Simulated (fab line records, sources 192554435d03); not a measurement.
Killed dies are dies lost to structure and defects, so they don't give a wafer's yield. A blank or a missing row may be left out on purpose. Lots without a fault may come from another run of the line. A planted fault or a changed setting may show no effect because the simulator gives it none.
Split-lot experiment | flow n5_finfet | 7 lots, 21 wafers read, on a route of 1938 steps

THE SPLIT
At N5_BEOL_M13_COAT_65 (time 60 s, resist thk 350 nm), the setting spin_rpm was moved away from the recipe's 1500 rpm on 9 of the 21 wafers read, by -11.1% to -3.2%. The other wafers ran this setting at the recipe's value.

The reading is taken at the split's own step.

THE READING
SOC_of_BEOL_M13_COAT_65.thk_nm (the simulator's own value, which no gauge read), in nm, at N5_BEOL_M13_COAT_65 (time 60 s, resist thk 350 nm). The file gives no usual value for it. The 12 wafers here that ran the recipe average 351.0 nm, standard deviation 0.92 nm.

wafer  | tool, chamber at the split | spin_rpm as run, rpm | against the recipe | SOC_of_BEOL_M13_COAT_65.thk_nm, nm | against lot-mates on the recipe
L076.2 | litho_track-04, 0          | 1438                 | -4.1%              | 358.6                              | +7.2
L076.3 | litho_track-04, 0          | 1500                 | recipe             | 351.4                              | -
L076.4 | litho_track-04, 0          | 1438                 | -4.1%              | 358.4                              | +7.0
L078.1 | litho_track-04, 0          | 1500                 | recipe             | 350.6                              | -
L078.2 | litho_track-04, 0          | 1500                 | recipe             | 350.8                              | -
L078.5 | litho_track-04, 0          | 1500                 | recipe             | 350                                | -
L079.1 | litho_track-02, 0          | 1500                 | recipe             | 351.6                              | -
L079.3 | litho_track-02, 0          | 1430                 | -4.7%              | 360                                | +8.5
L079.5 | litho_track-02, 0          | 1500                 | recipe             | 351.4                              | -
L080.3 | litho_track-02, 0          | 1333                 | -11.1%             | 370.8                              | +20.2
L080.5 | litho_track-02, 0          | 1500                 | recipe             | 350.6                              | -
L080.6 | litho_track-02, 0          | 1333                 | -11.1%             | 371.4                              | +20.8
L085.2 | litho_track-05, 0          | 1500                 | recipe             | 352                                | -
L085.4 | litho_track-05, 0          | 1500                 | recipe             | 352.4                              | -
L085.5 | litho_track-05, 0          | 1500                 | recipe             | 351.6                              | -
L087.1 | litho_track-02, 0          | 1452                 | -3.2%              | 355.4                              | +6.6
L087.2 | litho_track-02, 0          | 1500                 | recipe             | 348.8                              | -
L087.6 | litho_track-02, 0          | 1452                 | -3.2%              | 354.2                              | +5.4
L091.1 | litho_track-02, 0          | 1352                 | -9.9%              | 369                                | +18.0
L091.2 | litho_track-02, 0          | 1500                 | recipe             | 351                                | -
L091.4 | litho_track-02, 0          | 1352                 | -9.9%              | 369.2                              | +18.2

THE FIT
A straight line over all 21 wafers: SOC_of_BEOL_M13_COAT_65.thk_nm changes by -1.82 nm for each +1% of spin_rpm; r = -0.99; the points scatter about the line by 1 nm.
The same after taking each lot's own level away (the mean of its wafers on the recipe; 21 wafers): -1.83 nm for each +1%; r = -1.00; scatter 0.33 nm.
On that fit, the largest move of spin_rpm shifts the reading by 20 nm.
The lots' own levels span 348.80 to 352.00 nm, that is 3.5 times the standard deviation above.
So the lot-to-lot level changes the slope little: the two slopes agree.
Check: with one of the wafers moved furthest among these (-11.1%) left out of the fit, the line predicts +20.5 nm for it against its lot-mates. It came out at +20.2 nm against them.

OTHER SPLITS ON THESE WAFERS
These wafers also went through other splits before the reading. Each is held against what the fit with the lots' levels taken away leaves over:
other split on the same wafers    | wafers away from the commonest value | r with SOC_of_BEOL_M13_COAT_65.thk_nm (lot level and that fit taken away)
N5_BEOL_M11_COAT_05 spin_rpm      | 10                                   | -0.49
N5_BEOL_M12_TRENCH_ETCH_34 time_s | 5                                    | +0.12
N5_BEOL_M12_SPUTTER_45 time_s     | 8                                    | -0.20

THE FILE'S OWN FIT
SOC_of_BEOL_M13_COAT_65.thk_nm changes by -1.83 nm for each +1% of spin_rpm, r = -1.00.
